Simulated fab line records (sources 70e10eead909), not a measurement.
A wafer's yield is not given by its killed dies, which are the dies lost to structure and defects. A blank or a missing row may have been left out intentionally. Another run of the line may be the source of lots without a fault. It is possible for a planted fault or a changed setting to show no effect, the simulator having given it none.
A struck lot beside a sound one    flow nandHarc    14 out of 1302 route steps
Sound: wafers L497.4, L497.5, L497.6. Struck: wafers L503.1, L503.6 (left out: L503.2, a lot-mate that was not struck); the cause follows at the end.
At each step with rows: each side's tool, then ch and its chambers, then its first start. Under that, the readings that differ: sound wafers    struck wafers    difference of the means    sigmas: that difference in standard deviations of wafers without a fault.
alike: a reading whose means differ by less than 2 such deviations, as well as words and numbers matching on both sides. not compared: withheld readings; readings where some wafer has no value; bounds like >300 that might hide an equal value; numbers whose values overlap and for which the record gives no deviation.
Wherever a step has rows on one side only, a row that says differs or no value, or a row with sigmas, the two part there. Numbers that have no deviation but don't overlap get no sigmas and don't part them. Lack of a reading on every wafer of one side parts them only where that side has two or more wafers.

first, 4 steps without rows for these wafers: NHARC_A_STAIRCASE_EXPOSE_247 (exposes mask SDS 1); NHARC_A_STAIRCASE_PEB_248 (peb time 130 s); NHARC_A_STAIRCASE_DEVELOP_249 (time 140 s); NHARC_A_STAIRCASE_HARDBAKE_251 (time 140 s).
NHARC_A_STAIRCASE_DESCUM_252: chemistry O2, time 3 s.
  sound on rieDiel-06 ch 0,1,3, day 17 21:52; struck on rieDiel-06 ch 1,2, day 20 09:00
  alike: chamberPressureMTorr, drypumpMotorCurrentA, o2FlowSccm, oesProductAu, rfVppV, showerheadPlenumPTorr, throttleValvePct
  not compared: rfHoursCounterH
NHARC_A_STAIRCASE_ETCH_253: etches the open film in C4F8/O2, target depth 50 nm, time 20.2 s.
  sound on rieDiel-06 ch 0,1,2, day 17 22:13; struck on rieDiel-06 ch 1,3, day 20 09:07
  alike: chamberPressureMTorr, oesProductAu, rfVppV
  not compared: rfHoursCounterH
NHARC_A_STAIRCASE_STRIP_254: strips in O2.
  sound on plasmaAsher-02 ch 0,1, day 17 22:26; struck on plasmaAsher-01 ch 0,1, day 20 09:12
  alike: drypumpMotorCurrentA, heaterPowerW
  not compared: rfHoursCounterH
then, 3 steps without rows for these wafers: NHARC_A_STAIRCASE_STRIP_255 (strips in SPM, time 900 s); NHARC_A_STAIRCASE_PRECLEAN_256 (cleans in SC1); NHARC_A_STAIRCASE_SRD_257.
NHARC_A_STAIRCASE_HM_DEP_456: deposits aC, target thk 3100 nm.
  sound on aclDep-02 ch 0, day 18 00:02; struck on aclDep-02 ch 0, day 20 13:53
  alike: throttleValvePct
NHARC_A_STAIRCASE_DEP_259: deposits SiON, target thk 30 nm.
  sound on pecvd-03 ch 0,1,2, day 18 01:04; struck on pecvd-01 ch 0, day 20 15:45
reading             sound              struck       difference  sigmas
rfFwdPowerW (W)     349.4 347.4 348.6  208.5 207.0  -140.7      -99 or more
showerheadVppV (V)  1180 1179 1103     905 925      -239        -5
  alike: heaterPowerW
then, 1 step without rows for these wafers: NHARC_A_STAIRCASE_DEHYDRATE_260 (time 120 s).
NHARC_END_SORT_01:
  the record has rows for the sound wafers here (prober-01 ch 0, day 25 22:40) and none for the struck ones

== WHERE THEY PART ==
Earliest at NHARC_A_STAIRCASE_DEP_259; latest, in this record, at NHARC_END_SORT_01.

WHY: whatever the simulator had introduced
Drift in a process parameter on pecvd-01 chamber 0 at NHARC_A_STAIRCASE_DEP_259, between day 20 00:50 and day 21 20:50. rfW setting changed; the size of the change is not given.
